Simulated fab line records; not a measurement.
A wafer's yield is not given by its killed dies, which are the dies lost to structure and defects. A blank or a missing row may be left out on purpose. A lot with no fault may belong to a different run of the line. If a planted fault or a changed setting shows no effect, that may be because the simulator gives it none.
fab line records :: flow n5_finfet :: part 2 of 2: steps 14 to 23 of 23
[record]
  lots = 5
  wafers = 15
  last_day = 16
route steps=1938 shown BEOL_M7@1298
lots that met no fault: taken from a fault-free run of the same line
start_h: hours from the record's opening day to when the first of the lot's shown wafers began :: wait_h: hours elapsed since this lot's preceding step :: " same as the row above :: L1.1+2: several wafers, shown together as one row :: - no value, or no start given :: * or withheld: withheld :: < > ~ a bound
route shown NAME@n: NAME is a module with steps in the file, n the number in the route of the first one :: usual: the fault-free wafers' mean and standard deviation :: same: alike in all rows :: chamber/n: place in a boat :: sites: per-site readings :: _std_site: the values' standard deviation :: _edge_site: inner sites' mean taken away from outer sites' mean :: radius_mm: for every site, how far away it sits from the centre of the wafer :: mask NAME#n: copy n :: behind: the tool/chamber that last shaped the wafer :: hold: why the lot went on hold/how many hours it stayed there/how the hold came to an end :: device: which transistor (n, p or np) failed to switch :: end of line: tests of these same wafers at the route's end :: step lacking rows: just its recipe :: killed: not the wafer's yield, but the dies lost to structure and defects at the first sort :: map: shows each die of a wafer: x if killed, . if not, _ if none is there
set.NAME: setting as actually run; set.NAME@STEP: the setting as run at that earlier step :: model.NAME: the simulator's own value behind a step, which no gauge read
lots at some steps of the route; a table a step, a row a wafer
services: when a tool's chamber went out of use (start_h, in hours from the record's first day, below 0 if earlier), for how many hours, and the reason
[[steps]]
[step N5_BEOL_M7_OCD_MEAS_38]
[usual]
  trench_depth_nm = 92.7/1.4
lot.wafer: L074.1
tool: ocd-02
chamber: -
start_h: 198.67
wait_h: -
trench_depth_nm: 94.5

lot.wafer: L074.3
tool: ocd-02
chamber: -
start_h: 198.67
wait_h: -
trench_depth_nm: 95.5

lot.wafer: L074.6
tool: ocd-02
chamber: -
start_h: 198.67
wait_h: -
trench_depth_nm: 94.1

lot.wafer: L078.1
tool: ocd-02
chamber: -
start_h: 214.62
wait_h: -
trench_depth_nm: 95.6

lot.wafer: L078.4
tool: ocd-02
chamber: -
start_h: 214.62
wait_h: -
trench_depth_nm: 93.7

lot.wafer: L078.6
tool: ocd-02
chamber: -
start_h: 214.62
wait_h: -
trench_depth_nm: 92.5

lot.wafer: L081.1
tool: ocd-02
chamber: -
start_h: 226.42
wait_h: -
trench_depth_nm: 93.6

lot.wafer: L081.5
tool: ocd-02
chamber: -
start_h: 226.42
wait_h: -
trench_depth_nm: 94.6

lot.wafer: L081.6
tool: ocd-02
chamber: -
start_h: 226.42
wait_h: -
trench_depth_nm: 92.6

lot.wafer: L082.3
tool: ocd-02
chamber: -
start_h: 238.12
wait_h: -
trench_depth_nm: 90.9

lot.wafer: L082.5
tool: ocd-02
chamber: -
start_h: 238.12
wait_h: -
trench_depth_nm: 91.6

lot.wafer: L082.6
tool: ocd-02
chamber: -
start_h: 238.12
wait_h: -
trench_depth_nm: 90.8

lot.wafer: L092.3
tool: ocd-01
chamber: -
start_h: 309.69
wait_h: -
trench_depth_nm: 92.1

lot.wafer: L092.4
tool: ocd-01
chamber: -
start_h: 309.69
wait_h: -
trench_depth_nm: 93.9

lot.wafer: L092.5
tool: ocd-01
chamber: -
start_h: 309.69
wait_h: -
trench_depth_nm: 93.5
[step N5_BEOL_M7_HM_STRIP_39]
[recipe]
  chemistry = peroxide_tin_strip
  material = TiN
  target_depth_a = 250
  temp_c = 50
  time_s = 158
[usual]
  bath_heat_duty_pct = 7.1/0.91
[same]
  time_s = 158
lot.wafer: L074.1
tool: wet_bench-02
chamber: 5
start_h: 198.71
wait_h: 0.0
bath_heat_duty_pct: 8.3

lot.wafer: L074.3
tool: wet_bench-02
chamber: 2
start_h: 198.71
wait_h: 0.0
bath_heat_duty_pct: 8.2

lot.wafer: L074.6
tool: wet_bench-02
chamber: 4
start_h: 198.71
wait_h: 0.0
bath_heat_duty_pct: 7.7

lot.wafer: L078.1
tool: wet_bench-05
chamber: 0
start_h: 214.66
wait_h: 0.0
bath_heat_duty_pct: 7.1

lot.wafer: L078.4
tool: wet_bench-05
chamber: 7
start_h: 214.66
wait_h: 0.0
bath_heat_duty_pct: 8.9

lot.wafer: L078.6
tool: wet_bench-05
chamber: 6
start_h: 214.66
wait_h: 0.0
bath_heat_duty_pct: 6.1

lot.wafer: L081.1
tool: wet_bench-02
chamber: 4
start_h: 226.45
wait_h: 0.0
bath_heat_duty_pct: 6.1

lot.wafer: L081.5
tool: wet_bench-02
chamber: 2
start_h: 226.45
wait_h: 0.0
bath_heat_duty_pct: 7.4

lot.wafer: L081.6
tool: wet_bench-02
chamber: 6
start_h: 226.45
wait_h: 0.0
bath_heat_duty_pct: 6.8

lot.wafer: L082.3
tool: wet_bench-01
chamber: 1
start_h: 238.15
wait_h: 0.0
bath_heat_duty_pct: 7.3

lot.wafer: L082.5
tool: wet_bench-01
chamber: 4
start_h: 238.15
wait_h: 0.0
bath_heat_duty_pct: 6.0

lot.wafer: L082.6
tool: wet_bench-01
chamber: 0
start_h: 238.15
wait_h: 0.0
bath_heat_duty_pct: 6.7

lot.wafer: L092.3
tool: wet_bench-01
chamber: 3
start_h: 309.72
wait_h: 0.0
bath_heat_duty_pct: 6.3

lot.wafer: L092.4
tool: wet_bench-01
chamber: 0
start_h: 309.72
wait_h: 0.0
bath_heat_duty_pct: 6.5

lot.wafer: L092.5
tool: wet_bench-01
chamber: 5
start_h: 309.72
wait_h: 0.0
bath_heat_duty_pct: 7.5
[step N5_BEOL_M7_SRD_40]
[recipe]
  time_s = 30
  temp_c = 23
  rinse_liquid = diw
  dry = ipa_marangoni
[usual]
  bath_heat_duty_pct = 3.7/0.57
[same]
  time_s = 30
lot.wafer: L074.1
tool: wet_bench-02
chamber: 5
start_h: 198.75
wait_h: 0.0
bath_heat_duty_pct: 4.2

lot.wafer: L074.3
tool: wet_bench-02
chamber: 2
start_h: 198.75
wait_h: 0.0
bath_heat_duty_pct: 3.7

lot.wafer: L074.6
tool: wet_bench-02
chamber: 4
start_h: 198.75
wait_h: 0.0
bath_heat_duty_pct: 3.3

lot.wafer: L078.1
tool: wet_bench-05
chamber: 0
start_h: 214.70
wait_h: 0.0
bath_heat_duty_pct: 3.6

lot.wafer: L078.4
tool: wet_bench-05
chamber: 7
start_h: 214.70
wait_h: 0.0
bath_heat_duty_pct: 4.3

lot.wafer: L078.6
tool: wet_bench-05
chamber: 6
start_h: 214.70
wait_h: 0.0
bath_heat_duty_pct: 3.5

lot.wafer: L081.1
tool: wet_bench-02
chamber: 4
start_h: 226.50
wait_h: 0.0
bath_heat_duty_pct: 3.3

lot.wafer: L081.5
tool: wet_bench-02
chamber: 2
start_h: 226.50
wait_h: 0.0
bath_heat_duty_pct: 3.9

lot.wafer: L081.6
tool: wet_bench-02
chamber: 6
start_h: 226.50
wait_h: 0.0
bath_heat_duty_pct: 3.4

lot.wafer: L082.3
tool: wet_bench-01
chamber: 1
start_h: 238.19
wait_h: 0.0
bath_heat_duty_pct: 4.2

lot.wafer: L082.5
tool: wet_bench-01
chamber: 4
start_h: 238.19
wait_h: 0.0
bath_heat_duty_pct: 2.5

lot.wafer: L082.6
tool: wet_bench-01
chamber: 0
start_h: 238.19
wait_h: 0.0
bath_heat_duty_pct: 3.2

lot.wafer: L092.3
tool: wet_bench-01
chamber: 3
start_h: 309.76
wait_h: 0.0
bath_heat_duty_pct: 3.5

lot.wafer: L092.4
tool: wet_bench-01
chamber: 0
start_h: 309.76
wait_h: 0.0
bath_heat_duty_pct: 2.9

lot.wafer: L092.5
tool: wet_bench-01
chamber: 5
start_h: 309.76
wait_h: 0.0
bath_heat_duty_pct: 4.2
[step N5_BEOL_M7_PRECLEAN_42]
[recipe]
  chemistry = residue_remover
  time_s = 60
  temp_c = 40
[usual]
  bath_heat_duty_pct = 4.6/0.65
[same]
  time_s = 60
lot.wafer: L074.1
tool: wet_bench-02
chamber: 5
start_h: 198.77
wait_h: 0.0
bath_heat_duty_pct: 6.0

lot.wafer: L074.3
tool: wet_bench-02
chamber: 2
start_h: 198.77
wait_h: 0.0
bath_heat_duty_pct: 4.3

lot.wafer: L074.6
tool: wet_bench-02
chamber: 4
start_h: 198.77
wait_h: 0.0
bath_heat_duty_pct: 3.8

lot.wafer: L078.1
tool: wet_bench-05
chamber: 0
start_h: 214.72
wait_h: 0.0
bath_heat_duty_pct: 5.2

lot.wafer: L078.4
tool: wet_bench-05
chamber: 7
start_h: 214.72
wait_h: 0.0
bath_heat_duty_pct: 4.3

lot.wafer: L078.6
tool: wet_bench-05
chamber: 6
start_h: 214.72
wait_h: 0.0
bath_heat_duty_pct: 4.3

lot.wafer: L081.1
tool: wet_bench-02
chamber: 4
start_h: 226.51
wait_h: 0.0
bath_heat_duty_pct: 4.7

lot.wafer: L081.5
tool: wet_bench-02
chamber: 2
start_h: 226.51
wait_h: 0.0
bath_heat_duty_pct: 4.5

lot.wafer: L081.6
tool: wet_bench-02
chamber: 6
start_h: 226.51
wait_h: 0.0
bath_heat_duty_pct: 3.9

lot.wafer: L082.3
tool: wet_bench-01
chamber: 1
start_h: 238.21
wait_h: 0.0
bath_heat_duty_pct: 5.3

lot.wafer: L082.5
tool: wet_bench-01
chamber: 4
start_h: 238.21
wait_h: 0.0
bath_heat_duty_pct: 3.9

lot.wafer: L082.6
tool: wet_bench-01
chamber: 0
start_h: 238.21
wait_h: 0.0
bath_heat_duty_pct: 4.3

lot.wafer: L092.3
tool: wet_bench-01
chamber: 3
start_h: 309.78
wait_h: 0.0
bath_heat_duty_pct: 4.7

lot.wafer: L092.4
tool: wet_bench-01
chamber: 0
start_h: 309.78
wait_h: 0.0
bath_heat_duty_pct: 3.7

lot.wafer: L092.5
tool: wet_bench-01
chamber: 5
start_h: 309.78
wait_h: 0.0
bath_heat_duty_pct: 5.1
[step N5_BEOL_M7_SRD_43]
[recipe]
  time_s = 30
  temp_c = 23
  rinse_liquid = diw
  dry = ipa_marangoni
[usual]
  bath_heat_duty_pct = 3.6/0.57
[same]
  time_s = 30
lot.wafer: L074.1
tool: wet_bench-02
chamber: 5
start_h: 198.79
wait_h: 0.0
bath_heat_duty_pct: 3.5

lot.wafer: L074.3
tool: wet_bench-02
chamber: 2
start_h: 198.79
wait_h: 0.0
bath_heat_duty_pct: 3.8

lot.wafer: L074.6
tool: wet_bench-02
chamber: 4
start_h: 198.79
wait_h: 0.0
bath_heat_duty_pct: 3.1

lot.wafer: L078.1
tool: wet_bench-05
chamber: 0
start_h: 214.74
wait_h: 0.0
bath_heat_duty_pct: 4.5

lot.wafer: L078.4
tool: wet_bench-05
chamber: 7
start_h: 214.74
wait_h: 0.0
bath_heat_duty_pct: 4.7

lot.wafer: L078.6
tool: wet_bench-05
chamber: 6
start_h: 214.74
wait_h: 0.0
bath_heat_duty_pct: 3.2

lot.wafer: L081.1
tool: wet_bench-02
chamber: 4
start_h: 226.53
wait_h: 0.0
bath_heat_duty_pct: 4.0

lot.wafer: L081.5
tool: wet_bench-02
chamber: 2
start_h: 226.53
wait_h: 0.0
bath_heat_duty_pct: 4.3

lot.wafer: L081.6
tool: wet_bench-02
chamber: 6
start_h: 226.53
wait_h: 0.0
bath_heat_duty_pct: 3.5

lot.wafer: L082.3
tool: wet_bench-01
chamber: 1
start_h: 238.23
wait_h: 0.0
bath_heat_duty_pct: 4.1

lot.wafer: L082.5
tool: wet_bench-01
chamber: 4
start_h: 238.23
wait_h: 0.0
bath_heat_duty_pct: 2.9

lot.wafer: L082.6
tool: wet_bench-01
chamber: 0
start_h: 238.23
wait_h: 0.0
bath_heat_duty_pct: 2.9

lot.wafer: L092.3
tool: wet_bench-01
chamber: 3
start_h: 309.80
wait_h: 0.0
bath_heat_duty_pct: 3.6

lot.wafer: L092.4
tool: wet_bench-01
chamber: 0
start_h: 309.80
wait_h: 0.0
bath_heat_duty_pct: 3.7

lot.wafer: L092.5
tool: wet_bench-01
chamber: 5
start_h: 309.80
wait_h: 0.0
bath_heat_duty_pct: 4.0
[step N5_BEOL_M7_CD_MEAS_35]
[recipe]
  target_cd_nm = 40
  polarity = opening
[usual]
  cd_nm = 40.2/0.61
lot.wafer: L074.1
tool: cd_sem-02
chamber: -
start_h: 198.83
wait_h: 0.0
cd_nm: 40.5

lot.wafer: L074.3
tool: cd_sem-02
chamber: -
start_h: 198.83
wait_h: 0.0
cd_nm: 40.6

lot.wafer: L074.6
tool: cd_sem-02
chamber: -
start_h: 198.83
wait_h: 0.0
cd_nm: 40.5

lot.wafer: L078.1
tool: cd_sem-01
chamber: -
start_h: 214.78
wait_h: 0.0
cd_nm: 41.2

lot.wafer: L078.4
tool: cd_sem-01
chamber: -
start_h: 214.78
wait_h: 0.0
cd_nm: 41.0

lot.wafer: L078.6
tool: cd_sem-01
chamber: -
start_h: 214.78
wait_h: 0.0
cd_nm: 40.5

lot.wafer: L081.1
tool: cd_sem-02
chamber: -
start_h: 226.57
wait_h: 0.0
cd_nm: 40.2

lot.wafer: L081.5
tool: cd_sem-02
chamber: -
start_h: 226.57
wait_h: 0.0
cd_nm: 40.1

lot.wafer: L081.6
tool: cd_sem-02
chamber: -
start_h: 226.57
wait_h: 0.0
cd_nm: 40.6

lot.wafer: L082.3
tool: cd_sem-03
chamber: -
start_h: 238.27
wait_h: 0.0
cd_nm: 40.4

lot.wafer: L082.5
tool: cd_sem-03
chamber: -
start_h: 238.27
wait_h: 0.0
cd_nm: 40.7

lot.wafer: L082.6
tool: cd_sem-03
chamber: -
start_h: 238.27
wait_h: 0.0
cd_nm: 40.3

lot.wafer: L092.3
tool: cd_sem-01
chamber: -
start_h: 309.84
wait_h: 0.0
cd_nm: 39.5

lot.wafer: L092.4
tool: cd_sem-01
chamber: -
start_h: 309.84
wait_h: 0.0
cd_nm: 39.2

lot.wafer: L092.5
tool: cd_sem-01
chamber: -
start_h: 309.84
wait_h: 0.0
cd_nm: 39.1
[step N5_BEOL_M7_CURE_75]
[recipe]
  temp_c = 370
  time_s = 120
  ambient = DMADMS/He
  material = SiCOH_lowk
[usual]
  lamp_power_pct = 52.31/0.055
  wafer_temp_C_max = 371.8/0.59
[same]
  time_s = 120
lot.wafer: L074.1
tool: uv_cure-02
chamber: 2
start_h: 198.92
wait_h: 0.1
lamp_power_pct: 52.25
wafer_temp_C_max: 371.8

lot.wafer: L074.3
tool: uv_cure-02
chamber: 2
start_h: 198.92
wait_h: 0.1
lamp_power_pct: 52.35
wafer_temp_C_max: 373.1

lot.wafer: L074.6
tool: uv_cure-02
chamber: 2
start_h: 198.92
wait_h: 0.1
lamp_power_pct: 52.30
wafer_temp_C_max: 372.4

lot.wafer: L078.1
tool: uv_cure-01
chamber: 1
start_h: 214.82
wait_h: 0.0
lamp_power_pct: 52.33
wafer_temp_C_max: 370.9

lot.wafer: L078.4
tool: uv_cure-01
chamber: 1
start_h: 214.82
wait_h: 0.0
lamp_power_pct: 52.28
wafer_temp_C_max: 371.6

lot.wafer: L078.6
tool: uv_cure-01
chamber: 1
start_h: 214.82
wait_h: 0.0
lamp_power_pct: 52.25
wafer_temp_C_max: 371.5

lot.wafer: L081.1
tool: uv_cure-02
chamber: 2
start_h: 226.61
wait_h: 0.0
lamp_power_pct: 52.37
wafer_temp_C_max: 372.3

lot.wafer: L081.5
tool: uv_cure-02
chamber: 2
start_h: 226.61
wait_h: 0.0
lamp_power_pct: 52.32
wafer_temp_C_max: 372.9

lot.wafer: L081.6
tool: uv_cure-02
chamber: 2
start_h: 226.61
wait_h: 0.0
lamp_power_pct: 52.27
wafer_temp_C_max: 372.4

lot.wafer: L082.3
tool: uv_cure-02
chamber: 1
start_h: 238.41
wait_h: 0.1
lamp_power_pct: 52.17
wafer_temp_C_max: 371.5

lot.wafer: L082.5
tool: uv_cure-02
chamber: 1
start_h: 238.41
wait_h: 0.1
lamp_power_pct: 52.36
wafer_temp_C_max: 371.6

lot.wafer: L082.6
tool: uv_cure-02
chamber: 1
start_h: 238.41
wait_h: 0.1
lamp_power_pct: 52.24
wafer_temp_C_max: 371.8

lot.wafer: L092.3
tool: uv_cure-02
chamber: 2
start_h: 310.17
wait_h: 0.3
lamp_power_pct: 52.40
wafer_temp_C_max: 371.8

lot.wafer: L092.4
tool: uv_cure-02
chamber: 2
start_h: 310.17
wait_h: 0.3
lamp_power_pct: 52.33
wafer_temp_C_max: 373.0

lot.wafer: L092.5
tool: uv_cure-02
chamber: 2
start_h: 310.17
wait_h: 0.3
lamp_power_pct: 52.33
wafer_temp_C_max: 372.4
[step N5_BEOL_M7_DEGAS_44]
[recipe]
  ambient = vacuum
  temp_c = 250
  time_s = 60
[usual]
  heater_power_w = 353/28
[same]
  time_s = 60
lot.wafer: L074.1
tool: pvd_sputter-02
chamber: -
start_h: 199.68
wait_h: 0.7
heater_power_w: 346

lot.wafer: L074.3
tool: pvd_sputter-02
chamber: -
start_h: 199.68
wait_h: 0.7
heater_power_w: 373

lot.wafer: L074.6
tool: pvd_sputter-02
chamber: -
start_h: 199.68
wait_h: 0.7
heater_power_w: 368

lot.wafer: L078.1
tool: pvd_sputter-02
chamber: -
start_h: 215.28
wait_h: 0.4
heater_power_w: 375

lot.wafer: L078.4
tool: pvd_sputter-02
chamber: -
start_h: 215.28
wait_h: 0.4
heater_power_w: 361

lot.wafer: L078.6
tool: pvd_sputter-02
chamber: -
start_h: 215.28
wait_h: 0.4
heater_power_w: 339

lot.wafer: L081.1
tool: pvd_sputter-03
chamber: -
start_h: 228.65
wait_h: 1.9
heater_power_w: 358

lot.wafer: L081.5
tool: pvd_sputter-03
chamber: -
start_h: 228.65
wait_h: 1.9
heater_power_w: 342

lot.wafer: L081.6
tool: pvd_sputter-03
chamber: -
start_h: 228.65
wait_h: 1.9
heater_power_w: 310

lot.wafer: L082.3
tool: pvd_sputter-02
chamber: -
start_h: 238.69
wait_h: 0.2
heater_power_w: 370

lot.wafer: L082.5
tool: pvd_sputter-02
chamber: -
start_h: 238.69
wait_h: 0.2
heater_power_w: 375

lot.wafer: L082.6
tool: pvd_sputter-02
chamber: -
start_h: 238.69
wait_h: 0.2
heater_power_w: 378

lot.wafer: L092.3
tool: pvd_sputter-02
chamber: -
start_h: 310.52
wait_h: 0.3
heater_power_w: 375

lot.wafer: L092.4
tool: pvd_sputter-02
chamber: -
start_h: 310.52
wait_h: 0.3
heater_power_w: 385

lot.wafer: L092.5
tool: pvd_sputter-02
chamber: -
start_h: 310.52
wait_h: 0.3
heater_power_w: 373
[step N5_BEOL_M7_PRE_CLEAN_45]
[recipe]
  gas = H2/He
  time_s = 30
  temp_c = 250
[usual]
  heater_power_w = 352/28
[same]
  time_s = 30
lot.wafer: L074.1
tool: pvd_sputter-02
chamber: -
start_h: 199.72
wait_h: 0.0
heater_power_w: 341

lot.wafer: L074.3
tool: pvd_sputter-02
chamber: -
start_h: 199.72
wait_h: 0.0
heater_power_w: 377

lot.wafer: L074.6
tool: pvd_sputter-02
chamber: -
start_h: 199.72
wait_h: 0.0
heater_power_w: 388

lot.wafer: L078.1
tool: pvd_sputter-02
chamber: -
start_h: 215.32
wait_h: 0.0
heater_power_w: 375

lot.wafer: L078.4
tool: pvd_sputter-02
chamber: -
start_h: 215.32
wait_h: 0.0
heater_power_w: 378

lot.wafer: L078.6
tool: pvd_sputter-02
chamber: -
start_h: 215.32
wait_h: 0.0
heater_power_w: 335

lot.wafer: L081.1
tool: pvd_sputter-03
chamber: -
start_h: 228.69
wait_h: 0.0
heater_power_w: 359

lot.wafer: L081.5
tool: pvd_sputter-03
chamber: -
start_h: 228.69
wait_h: 0.0
heater_power_w: 333

lot.wafer: L081.6
tool: pvd_sputter-03
chamber: -
start_h: 228.69
wait_h: 0.0
heater_power_w: 313

lot.wafer: L082.3
tool: pvd_sputter-02
chamber: -
start_h: 238.73
wait_h: 0.0
heater_power_w: 366

lot.wafer: L082.5
tool: pvd_sputter-02
chamber: -
start_h: 238.73
wait_h: 0.0
heater_power_w: 379

lot.wafer: L082.6
tool: pvd_sputter-02
chamber: -
start_h: 238.73
wait_h: 0.0
heater_power_w: 368

lot.wafer: L092.3
tool: pvd_sputter-02
chamber: -
start_h: 310.56
wait_h: 0.0
heater_power_w: 386

lot.wafer: L092.4
tool: pvd_sputter-02
chamber: -
start_h: 310.56
wait_h: 0.0
heater_power_w: 373

lot.wafer: L092.5
tool: pvd_sputter-02
chamber: -
start_h: 310.56
wait_h: 0.0
heater_power_w: 373
[step N5_BEOL_M7_ALD_77]
[recipe]
  material = TaN
  target_thk_a = 20
  temp_c = 275
  ald_precursor_family = PDMAT
  ald_co_reactant = NH3
  pressure_torr = 3
  carrier_flow_sccm = 1500
  pulse_time_s = 2
  purge_time_s = 3
  co_reactant_purge_time_s = 2
  co_reactant_pulse_time_s = 3
  ald_cycles = 40
  precursor_vessel_temp_c = 75
  precursor_vessel_pressure_torr = 26.25
  precursor_vessel_carrier_sccm = 1000
[usual]
  heater_power_w = 411/30
  precursor_vessel_pressure_torr = 26.25/0.051
[same]
  pulse_time_s = 2
lot.wafer: L074.1
tool: ald_metal-03
chamber: 1
start_h: 199.78
wait_h: 0.0
heater_power_w: 390
precursor_vessel_pressure_torr: 26.27

lot.wafer: L074.3
tool: ald_metal-03
chamber: 0
start_h: 199.78
wait_h: 0.0
heater_power_w: 496
precursor_vessel_pressure_torr: 26.28

lot.wafer: L074.6
tool: ald_metal-03
chamber: 0
start_h: 199.78
wait_h: 0.0
heater_power_w: 487
precursor_vessel_pressure_torr: 26.19

lot.wafer: L078.1
tool: ald_metal-02
chamber: 2
start_h: 215.38
wait_h: 0.0
heater_power_w: 383
precursor_vessel_pressure_torr: 26.28

lot.wafer: L078.4
tool: ald_metal-02
chamber: 1
start_h: 215.38
wait_h: 0.0
heater_power_w: 398
precursor_vessel_pressure_torr: 26.16

lot.wafer: L078.6
tool: ald_metal-02
chamber: 3
start_h: 215.38
wait_h: 0.0
heater_power_w: 417
precursor_vessel_pressure_torr: 26.19

lot.wafer: L081.1
tool: ald_metal-03
chamber: 2
start_h: 228.75
wait_h: 0.0
heater_power_w: 433
precursor_vessel_pressure_torr: 26.22

lot.wafer: L081.5
tool: ald_metal-03
chamber: 3
start_h: 228.75
wait_h: 0.0
heater_power_w: 469
precursor_vessel_pressure_torr: 26.21

lot.wafer: L081.6
tool: ald_metal-03
chamber: 2
start_h: 228.75
wait_h: 0.0
heater_power_w: 436
precursor_vessel_pressure_torr: 26.18

lot.wafer: L082.3
tool: ald_metal-02
chamber: 0
start_h: 238.79
wait_h: 0.0
heater_power_w: 392
precursor_vessel_pressure_torr: 26.15

lot.wafer: L082.5
tool: ald_metal-02
chamber: 0
start_h: 238.79
wait_h: 0.0
heater_power_w: 387
precursor_vessel_pressure_torr: 26.25

lot.wafer: L082.6
tool: ald_metal-02
chamber: 3
start_h: 238.79
wait_h: 0.0
heater_power_w: 409
precursor_vessel_pressure_torr: 26.25

lot.wafer: L092.3
tool: ald_metal-02
chamber: 3
start_h: 310.62
wait_h: 0.0
heater_power_w: 419
precursor_vessel_pressure_torr: 26.26

lot.wafer: L092.4
tool: ald_metal-02
chamber: 0
start_h: 310.62
wait_h: 0.0
heater_power_w: 395
precursor_vessel_pressure_torr: 26.23

lot.wafer: L092.5
tool: ald_metal-02
chamber: 3
start_h: 310.62
wait_h: 0.0
heater_power_w: 416
precursor_vessel_pressure_torr: 26.28
[[services]]
tool: ald_metal-03
chamber: 1
start_h: 177.29
hours: 10.4
kind: repair

tool: rie_diel-06
chamber: 1
start_h: 181.26
hours: 7.0
kind: repair

tool: rie_diel-06
chamber: 2
start_h: 187.71
hours: 4.6
kind: repair

tool: uv_cure-01
chamber: -
start_h: 215.37
hours: 28.1
kind: pm

tool: wet_bench-05
chamber: -
start_h: 222.59
hours: 2.4
kind: repair

tool: ald_metal-03
chamber: -
start_h: 229.01
hours: 8.7
kind: pm

tool: wet_bench-05
chamber: -
start_h: 233.06
hours: 6.0
kind: repair

tool: rie_diel-02
chamber: 3
start_h: 240.22
hours: 32.8
kind: repair

tool: ald_metal-03
chamber: 0
start_h: 245.01
hours: 30.0
kind: repair

tool: ald_metal-02
chamber: 3
start_h: 253.82
hours: 17.0
kind: repair

tool: wet_bench-02
chamber: -
start_h: 259.33
hours: 4.1
kind: repair

tool: ald_metal-02
chamber: -
start_h: 269.30
hours: 2.8
kind: pm

tool: rie_diel-04
chamber: 1
start_h: 279.44
hours: 3.4
kind: repair

tool: uv_cure-02
chamber: -
start_h: 289.28
hours: 1.5
kind: repair

tool: rie_diel-04
chamber: 2
start_h: 293.66
hours: 8.2
kind: repair

tool: uv_cure-02
chamber: -
start_h: 303.77
hours: 1.3
kind: repair

tool: uv_cure-01
chamber: -
start_h: 308.01
hours: 1.1
kind: repair
